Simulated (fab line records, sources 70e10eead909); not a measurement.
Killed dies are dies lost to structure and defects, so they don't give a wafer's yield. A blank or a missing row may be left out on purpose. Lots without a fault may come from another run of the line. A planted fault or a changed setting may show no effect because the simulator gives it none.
Chamber matching | flow nand_harc | NHARC_A_BONDPAD_DEP_00 on pecvd-01: 3 sister chambers
The step deposits SiCN, target thk 250 nm. 24 wafers are shown with their chamber, then 12 later ones without.

WAFERS WITH THEIR CHAMBER
wafer  | chamber | heater_power_w (W)
L075.1 | 1       | 757
L075.2 | 0       | 545
L075.5 | 0       | 547
L076.2 | 1       | 718
L076.5 | 0       | 573
L076.6 | 1       | 710
L077.2 | 1       | 743
L077.3 | 0       | 498
L077.5 | 2       | 623
L079.1 | 2       | 612
L079.5 | 2       | 493
L079.6 | 1       | 632
L080.2 | 1       | 726
L080.3 | 0       | 564
L080.5 | 0       | 547
L082.1 | 2       | 571
L082.2 | 0       | 600
L082.4 | 0       | 477
L085.2 | 2       | 550
L085.3 | 1       | 676
L085.6 | 1       | 691
L091.2 | 2       | 579
L091.4 | 0       | 552
L091.6 | 2       | 614

SIGNATURES (means of the wafers above)
reading        | chamber 0 | chamber 1 | chamber 2 | scatter within a chamber
heater_power_w | 544.78    | 706.62    | 577.43    | 40.7
Rule: a wafer's distance from a chamber is the root of the sum, over the readings, of the square of ((its reading less the chamber's mean) divided by the reading's scatter). The wafer belongs to the nearest chamber; if the next one is less than 2 further off, it can't be placed. The scatter: the root of (the sum of the squares of (reading less its chamber's mean) over the shown wafers, divided by (wafers less chambers)).

WAFERS WITHOUT THEIR CHAMBER
wafer  | heater_power_w (W)
L093.1 | 701
L093.4 | 510
L093.6 | 621
L094.1 | 535
L094.4 | 532
L094.5 | 806
L097.3 | 571
L097.4 | 556
L097.6 | 518
L097.1 | 512
L097.2 | 650
L097.5 | 686

WHICH CHAMBER EACH WENT THROUGH
wafer  | from the rows above          | in truth
L093.1 | 1                            | 1
L093.4 | can't be placed: 0 or 2      | 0
L093.6 | can't be placed: 2 or 0 or 1 | 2
L094.1 | can't be placed: 0 or 2      | 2
L094.4 | can't be placed: 0 or 2      | 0
L094.5 | 1                            | 1
L097.3 | can't be placed: 2 or 0      | 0
L097.4 | can't be placed: 0 or 2      | 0
L097.6 | can't be placed: 0 or 2      | 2
L097.1 | can't be placed: 0 or 2      | 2
L097.2 | can't be placed: 1 or 2 or 0 | 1
L097.5 | 1                            | 1
Placed correctly: 3 of 12. Can't be placed from these rows: 9 (the true chamber is among the candidates in 9). Placed wrongly: 0.
